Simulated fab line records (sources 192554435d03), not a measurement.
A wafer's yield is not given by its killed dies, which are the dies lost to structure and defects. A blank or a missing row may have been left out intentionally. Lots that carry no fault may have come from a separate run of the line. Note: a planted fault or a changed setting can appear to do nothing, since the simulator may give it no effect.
Chamber matching | flow n5Finfet | N5_BEOL_M11_DESCUM_16 on rieDiel-06: 3 sister chambers
The step chemistry O2, time 7.9 s. 3 wafers are shown with their chamber, then 4 later ones without.

WAFERS PAIRED WITH THEIR CHAMBERS
wafer  | chamber | oesProductAu (a.u.)
L079.3 | 1       | 0.82
L079.6 | 3       | 0.78
L085.1 | 2       | 0.69

WAFERS WITHOUT THEIR CHAMBER
wafer  | oesProductAu (a.u.)
L094.2 | 0.78
L094.3 | 0.74
L095.1 | 0.68
L095.3 | 0.78

EACH ONE'S CHAMBER
wafer  | from the rows above          | in truth
L094.2 | can't be placed: 3 or 1      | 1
L094.3 | can't be placed: 3 or 2 or 1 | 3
L095.1 | 2                            | 2
L095.3 | can't be placed: 3 or 1      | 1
Placed correctly: 1 of 4. Can't be placed from these rows: 3 (the true chamber is among the candidates in 3). Number placed wrongly: 0.
How it was worked out, from the rows above alone: a wafer's distance from a chamber is the root of the sum, over the readings, of the square of ((its reading less the chamber's mean) divided by the reading's scatter). If the next closest chamber is less than 2 further off than the closest, the wafer can't be placed; otherwise it belongs to the closest. Each chamber's mean is taken over the wafers shown for it. The scatter (one wafer shown for each chamber): square how far every hidden wafer sits from the nearest shown wafer, average those squares and take the square root.
